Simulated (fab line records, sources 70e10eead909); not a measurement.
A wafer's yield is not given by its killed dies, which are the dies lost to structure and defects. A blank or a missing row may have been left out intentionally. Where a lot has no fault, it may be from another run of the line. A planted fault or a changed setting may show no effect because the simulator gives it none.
Which of the tools did it?	flow nand-harc	Sampling: 6 lots, 18 wafers, 3 of 1302 route steps

== WHAT EACH GAUGE READ, for each wafer ==
NHARC_A_ONON_D1_THK_MEAS_08: measures by ellipsometry.
lot	measured	on	thk-nm (nm)
L363	day 8 04:05	film-metro-01	990 990 991
L365	day 9 02:00	film-metro-02	999 997 998
L370	day 10 23:27	film-metro-01	1006 1009 1005
L371	day 11 16:07	film-metro-02	1015 1016 1015
L373	day 12 06:07	film-metro-02	979 979 978
L381	day 15 19:19	film-metro-02	827 830 827

== WHICH TOOL RAN EACH LOT (tool, then ch and the chambers of the sampled wafers, then the start) ==
lot	NHARC_P_BONDPAD_CMP_19	NHARC_A_ONON_D1_DEP_06
L363	cmp-03 ch 0,1,2, day 7 02:44	pecvd-onon-04 ch 0, day 8 03:38
L365	cmp-02 ch 2,3, day 8 00:37	pecvd-onon-01 ch 0, day 9 01:34
L370	cmp-02 ch 1,2, day 9 20:49	pecvd-onon-02 ch 0, day 10 22:59
L371	cmp-03 ch 0,1,3, day 10 13:04	pecvd-onon-04 ch 0, day 11 15:43
L373	cmp-02 ch 0,3, day 11 05:00	pecvd-onon-02 ch 0, day 12 05:36
L381	cmp-02 ch 0,3, day 14 18:25	pecvd-onon-04 ch 0, day 15 18:55
- NHARC_P_BONDPAD_CMP_19: polishes, t overpolish 30 s, cu recess touch 16 s, target thk 160.81 nm.
- NHARC_A_ONON_D1_DEP_06: target thk 1000 nm.

== THE ANSWER, worked out from the rows above alone ==
Rule: usual is defined by the lots themselves. Put in order of their means at a reading, lots are off if they are a third of the lots or fewer, leave a main group of 4 or more, and stand apart from it by a gap of 3 or more times the standard deviation of the main group's means; of several such gaps the widest counts. The tables above print the reading to a certain number of digits; a main group whose means all agree to those digits is not used. Also off: a lot with no number at a reading for which 4 or more lots have one. The other lots that the step has rows for count as sound.
Off, at NHARC_A_ONON_D1_THK_MEAS_08 on thk-nm: L381. Main group: mean 998 nm, sd 13.
A tool fits if, at a process step before that reading, it ran every lot that is off, and no sound lot after the first of them. The gauges at NHARC_A_ONON_D1_THK_MEAS_08 are tried like those tools. Can't be told from this: 3 tools fit, cmp-02 at NHARC_P_BONDPAD_CMP_19, pecvd-onon-04 at NHARC_A_ONON_D1_DEP_06, film-metro-02 at NHARC_A_ONON_D1_THK_MEAS_08.

== WHAT THE SIMULATOR PUT IN ==
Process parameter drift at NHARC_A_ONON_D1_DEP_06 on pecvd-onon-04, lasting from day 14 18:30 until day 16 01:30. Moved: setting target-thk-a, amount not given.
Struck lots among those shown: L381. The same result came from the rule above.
